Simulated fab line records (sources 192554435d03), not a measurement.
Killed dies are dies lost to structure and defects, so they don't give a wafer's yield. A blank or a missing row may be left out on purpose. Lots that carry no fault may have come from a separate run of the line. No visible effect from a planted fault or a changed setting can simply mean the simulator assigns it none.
Chamber matching	flow n5-finfet	N5_BEOL_M9_ALD_74 on ald-metal-01: 4 sister chambers
The step deposits TaN, target thk 2 nm, pulse time 2 s, purge time 3 s. 4 wafers are shown with their chamber, then 10 later ones without.

## WAFERS WITH THEIR CHAMBER
wafer	chamber	heater-power-w (W)
L089.5	2	319
L089.6	3	430
L088.1	1	387
L088.4	0	427

## WAFERS WHOSE CHAMBER IS MISSING
wafer	heater-power-w (W)
L088.6	424
L091.2	434
L091.5	422
L091.6	427
L094.1	425
L094.5	327
L094.6	414
L096.1	369
L096.4	386
L096.5	318

## WHICH CHAMBER EACH WENT THROUGH
wafer	from the rows above	in truth
L088.6	can't be placed: 0 or 3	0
L091.2	can't be placed: 3 or 0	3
L091.5	can't be placed: 0 or 3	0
L091.6	can't be placed: 0 or 3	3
L094.1	can't be placed: 0 or 3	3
L094.5	2	2
L094.6	can't be placed: 0 or 3 or 1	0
L096.1	1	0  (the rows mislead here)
L096.4	1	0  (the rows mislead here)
L096.5	2	2
Correct placement for 2 of the 10. Cannot be placed on the basis of these rows: 6; the candidates contain the true chamber in 6. Number placed wrongly: 2.
How it was worked out, from the rows above alone: a wafer's distance from a chamber is the root of the sum, over the readings, of the square of ((its reading less the chamber's mean) divided by the reading's scatter). If the next closest chamber is less than 2 further off than the closest, the wafer can't be placed; otherwise it belongs to the closest. A chamber's mean is the mean of its shown wafers. The scatter: root of mean squared gap, hidden wafer to nearest shown wafer, with one shown wafer a chamber.
